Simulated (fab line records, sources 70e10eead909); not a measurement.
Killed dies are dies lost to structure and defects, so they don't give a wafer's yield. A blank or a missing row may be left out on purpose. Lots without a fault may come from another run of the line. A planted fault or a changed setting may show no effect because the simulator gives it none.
fab line records | flow nand_harc
record lots=6 wafers=18 last_day=23
route steps=1159 shown P_M1@287
lots that met no fault: from a run of the same line without faults
start_h: hours from the record's first day to the start of the lot's first wafer shown | wait_h: hours since the lot's step before | " the same as in the row above | L1.1+2: a row that stands for several wafers | - no value, or no start given | * or withheld: withheld | < > ~ a bound
route shown NAME@n: a module of which the file shows steps, and the number in the route of the first | usual: mean/standard deviation of fault-free wafers | same: alike in all rows | chamber/n: place in a boat | sites: the reading at each site | _std_site: their standard deviation | _edge_site: outer sites' mean less inner sites' | radius_mm: how far each site lies from the wafer's centre | mask NAME#n: copy n | behind: the tool/chamber that last shaped the wafer | hold: why the lot was held/for how many hours/how that ended | device: the transistor (n, p or np) that didn't switch | end of line: the same wafers' tests at the end of the route | a step without rows: its recipe alone | killed: dies lost to structure and defects at the first sort, not the wafer's yield | map: a wafer's dies, x killed, . not, _ none there
set.NAME: the setting as run; set.NAME@STEP: as run at that earlier step | model.NAME: the simulator's own value behind a step, which no gauge read
lots at some steps of the route; a table a step, a row a wafer
services: from which hour (start_h, from the record's first day; less than 0 if before it) a tool's chamber was out of use, for how many hours, and why
## steps
# step NHARC_P_M1_HMDS_02
# recipe time_s=30
# step NHARC_P_M1_COAT_34
# recipe temp_c=200 time_s=65
# step NHARC_P_M1_COAT_03
# recipe spin_rpm=1500 resist_thk_nm=90
# step NHARC_P_M1_SOFTBAKE_04
# recipe temp_c=105 time_s=55
# step NHARC_P_M1_EBR_05
# step NHARC_P_M1_EXPOSE_06
# recipe na=1.35 target_cd_nm=130 dose_mj=81.88 mask_id=P_M1
# step NHARC_P_M1_PEB_07
# recipe peb_temp_c=100 peb_time_s=65
# step NHARC_P_M1_DEVELOP_08
# recipe develop_time_s=35 dev_temp_c=23
# step NHARC_P_M1_CD_MEAS_09
# recipe target_cd_nm=130 landing_energy_ev=500
# usual cd_nm=130.8/0.7
# columns lot.wafer tool chamber start_h wait_h cd_nm
L774.4 cd_sem-02 0 117.45 - 130.1
L774.5 " 0 " " 131.0
L774.6 " 0 " " 131.2
L775.3 cd_sem-03 0 121.25 - 131.0
L775.5 " 0 " " 130.5
L775.6 " 0 " " 130.9
L786.4 cd_sem-03 0 207.33 - 130.4
L786.5 " 0 " " 131.0
L786.6 " 0 " " 130.2
L789.1 cd_sem-02 0 210.05 - 130.8
L789.4 " 0 " " 130.6
L789.5 " 0 " " 130.5
L790.3 cd_sem-02 0 216.57 - 131.1
L790.4 " 0 " " 129.5
L790.6 " 0 " " 131.3
L791.1 cd_sem-03 0 219.58 - 130.6
L791.3 " 0 " " 129.6
L791.5 " 0 " " 129.6
# step NHARC_P_M1_OVL_MEAS_10
# recipe pitch_nm=260
# usual overlay_x_nm=-0.1/1 overlay_y_nm=-0.1/0.61
# columns lot.wafer tool chamber start_h wait_h overlay_x_nm overlay_y_nm
L774.4 overlay-02 - 117.53 - -1.2 -1.0
L774.5 " - " " -1.4 -1.1
L774.6 " - " " -1.4 -1.2
L775.3 overlay-02 - 121.33 - -0.7 0.4
L775.5 " - " " -0.9 0.5
L775.6 " - " " -1.0 0.3
L786.4 overlay-01 - 207.41 - -0.1 -0.2
L786.5 " - " " -0.5 0.2
L786.6 " - " " 0.1 -0.2
L789.1 overlay-02 - 210.14 - 1.8 -0.1
L789.4 " - " " 1.5 0.1
L789.5 " - " " 1.7 -0.2
L790.3 overlay-01 - 216.65 - -0.7 -0.9
L790.4 " - " " -1.0 -1.0
L790.6 " - " " -0.4 -1.1
L791.1 overlay-02 - 219.66 - -0.1 0.1
L791.3 " - " " 0.2 0.2
L791.5 " - " " 0.1 0.1
# step NHARC_P_M1_INSPECT_11
# usual raw_defect_count=3.8/2.1
# columns lot.wafer tool chamber start_h wait_h raw_defect_count
L774.4 defect_inspect-01 - 117.57 0.0 3
L774.5 " - " " 6
L774.6 " - " " 3
L775.3 defect_inspect-01 - 121.37 0.0 4
L775.5 " - " " 2
L775.6 " - " " 2
L786.4 defect_inspect-01 - 207.45 0.0 4
L786.5 " - " " 4
L786.6 " - " " 3
L789.1 defect_inspect-02 - 210.18 0.0 2
L789.4 " - " " 3
L789.5 " - " " 2
L790.3 defect_inspect-01 - 216.69 0.0 2
L790.4 " - " " 4
L790.6 " - " " 5
L791.1 defect_inspect-01 - 219.70 0.0 6
L791.3 " - " " 4
L791.5 " - " " 3
# step NHARC_P_M1_DESCUM_14
# recipe time_s=3 o2_flow_sccm=200 ar_flow_sccm=0 bias_power_w=0 chemistry=O2
# usual drypump_motor_current_A=5.6/0.45 oes_product_au=0.999/0.013 rf_vpp_V=57.9/0.9 showerhead_plenum_p_Torr=1.94/0.067 throttle_valve_pct=11.312/0.009
# columns lot.wafer tool chamber start_h wait_h drypump_motor_current_A oes_product_au rf_hours_counter_h rf_vpp_V showerhead_plenum_p_Torr throttle_valve_pct
L774.4 rie_diel-13 2 117.65 0.1 5.4 0.996 0.4 56.0 1.98 11.325
L774.6 " 0 " " 5.3 1.003 - 59.5 1.97 11.317
L774.5 " 1 " " 4.8 1.022 - 56.7 1.93 11.308
L775.3 rie_diel-04 2 121.44 0.1 5.2 0.985 0 59.5 2.06 11.310
L775.6 " 1 " " 6.0 0.998 - 57.1 1.85 11.312
L775.5 " 2 " " 5.2 0.994 - 59.3 2.06 11.294
L786.4 rie_diel-13 0 207.52 0.1 5.4 0.993 7.2 57.5 1.97 11.321
L786.6 " 2 " " 5.4 0.986 - 56.9 1.98 11.308
L786.5 " 3 " " 5.9 1.005 - 58.1 1.81 11.324
L789.1 rie_diel-13 3 210.24 0.1 5.9 1.008 7.2 58.4 1.81 11.318
L789.4 " 0 " " 5.3 0.991 7.2 58.7 1.97 11.314
L789.5 " 0 " " 5.4 0.993 - 58.7 1.97 11.319
L790.3 rie_diel-04 3 216.75 0.1 5.3 1.041 1.9 57.8 1.96 11.309
L790.4 " 0 " " 5.8 0.983 2.2 58.5 1.97 11.302
L790.6 " 0 " " 5.8 0.988 - 58.6 1.97 11.320
L791.3 rie_diel-08 0 219.76 0.1 6.4 1.008 4.7 57.8 2.02 11.305
L791.1 " 1 " " 5.2 1.009 4.5 57.8 1.98 11.306
L791.5 " 1 " " 5.2 1.014 - 57.9 1.98 11.323
# step NHARC_P_M1_ETCH_35
# recipe target_depth_a=400 overetch_a=120 time_s=43.94 ion_energy_ev=200 n2_flow_sccm=150 h2_flow_sccm=150 ar_flow_sccm=0 rf_w=400 bias_w=150 chemistry=N2/H2
# usual drypump_motor_current_A=5.6/0.45 oes_product_au=0.998/0.014 rf_vpp_V=431.4/2.1 showerhead_plenum_p_Torr=2.07/0.07 throttle_valve_pct=14.172/0.0094
# columns lot.wafer tool chamber start_h wait_h drypump_motor_current_A oes_product_au rf_hours_counter_h rf_vpp_V showerhead_plenum_p_Torr throttle_valve_pct
L774.4 rie_diel-13 2 117.72 0.1 5.4 0.988 0.4 431.8 2.11 14.164
L774.5 " 1 " " 4.8 1.026 - 430.5 2.06 14.167
L774.6 " 2 " " 5.4 0.980 - 431.8 2.11 14.183
L775.3 rie_diel-04 1 121.52 0.1 6.0 0.992 0.0 430.8 1.97 14.165
L775.6 " 0 " " 5.8 0.981 - 431.5 2.10 14.167
L775.5 " 1 " " 6.0 0.991 - 428.2 1.97 14.186
L786.4 rie_diel-13 0 207.60 0.1 5.4 0.814 7.2 433.8 2.10 14.186
L786.6 " 3 " " 5.9 1.004 - 426.4 1.93 14.179
L786.5 " 0 " " 5.3 0.807 - 432.0 2.10 14.172
L789.4 rie_diel-13 0 210.32 0.1 5.4 0.801 7.3 432.4 2.10 14.180
L789.1 " 3 " " 5.9 1.004 7.2 427.6 1.93 14.167
L789.5 " 1 " " 4.8 0.828 - 431.0 2.06 14.177
L790.4 rie_diel-04 2 216.85 0.1 5.3 1.000 2.0 436.3 2.20 14.174
L790.3 " 3 " " 5.3 1.027 1.9 432.3 2.09 14.185
L790.6 " 0 " " 5.9 0.968 - 433.5 2.10 14.186
L791.3 rie_diel-08 2 219.85 0.1 5.8 0.990 4.3 430.5 2.02 14.175
L791.1 " 3 " " 6.3 0.976 4.2 432.2 2.07 14.157
L791.5 " 1 " " 5.2 1.016 - 433.2 2.11 14.183
# step NHARC_P_M1_ETCH_15
# recipe target_depth_a=1825 time_s=91.2 c4f8_flow_sccm=withheld ar_flow_sccm=400 rf_w=600 bias_w=300 chemistry=C4F8/Ar
# usual oes_product_au=0.956/0.021 rf_vpp_V=441.8/2.2
# columns lot.wafer tool chamber start_h wait_h oes_product_au rf_hours_counter_h rf_vpp_V
L774.4 rie_diel-13 2 - - 0.951 0.5 443.0
L774.6 " 1 " " 0.981 - 441.7
L774.5 " 2 " " 0.958 - 443.7
L775.3 rie_diel-04 3 - - 0.994 0.0 443.4
L775.6 " 1 " " 0.957 - 438.7
L775.5 " 2 " " 0.953 - 446.0
L786.4 rie_diel-13 3 - - 0.969 7.2 437.6
L786.6 " 1 " " 0.996 - 441.6
L786.5 " 2 " " 0.942 - 442.1
L789.1 rie_diel-13 3 - - 0.958 7.3 437.2
L789.4 " 0 " " 0.959 7.3 444.5
L789.5 " 1 " " 0.984 - 441.7
L790.4 rie_diel-04 0 - - 0.900 2.2 441.9
L790.3 " 3 " " 0.949 1.9 442.6
L790.6 " 1 " " 0.912 - 439.7
L791.1 rie_diel-08 1 - - 0.974 4.5 443.3
L791.3 " 2 " " 0.973 4.3 438.8
L791.5 " 0 " " 0.955 - 443.3
## services
# columns tool chamber start_h hours kind
rie_diel-13 - 99.00 9.0 pm
rie_diel-13 0 99.00 9.0 vent_cycle
rie_diel-13 1 99.00 9.0 vent_cycle
rie_diel-13 2 99.00 9.0 vent_cycle
rie_diel-13 3 99.00 9.0 vent_cycle
rie_diel-13 0 108.00 - clean
rie_diel-13 1 108.00 - clean
rie_diel-13 2 108.00 - clean
rie_diel-13 3 108.00 - clean
rie_diel-04 - 111.90 9.0 pm
rie_diel-08 - 124.84 9.0 pm
rie_diel-04 2 129.02 2.5 repair
rie_diel-13 0 132.50 - clean
rie_diel-13 1 132.50 - clean
rie_diel-13 2 132.50 - clean
rie_diel-13 3 132.50 - clean
rie_diel-08 3 135.27 11.8 repair
rie_diel-13 0 157.00 - clean
rie_diel-13 1 157.00 - clean
rie_diel-13 2 157.00 - clean
rie_diel-13 3 157.00 - clean
rie_diel-13 0 181.50 - clean
rie_diel-13 1 181.50 - clean
rie_diel-04 1 182.11 2.1 repair
## key
first_sign step=NHARC_P_M1_ETCH_35 reading=oes_product_au direction=down sigmas=13 usual=0.998 struck=0.812
effect none on later readings
met_at NHARC_P_M1_ETCH_35
struck_wafers L786.4,L786.5,L789.4,L789.5
later_rows_left_out L786.4,L786.5,L789.4,L789.5
sort_left_out L786.4,L786.5,L789.4,L789.5
onset_between 117.72 207.60
fault kind=process_parameter_drift tool=rie_diel-13 chamber=- onset_h=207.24 steps=NHARC_P_M1_ETCH_35 channel=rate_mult offset=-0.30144 shape=step end_h=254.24 scope=struck_wafers_only
# sort_left_out: the simulated sort isn't trusted on such a fault, so these wafers' sort isn't shown, and their yield isn't known
# later_rows_left_out: the simulator's readings of these wafers behind a module that went badly wrong aren't trusted and aren't shown, but for the sort
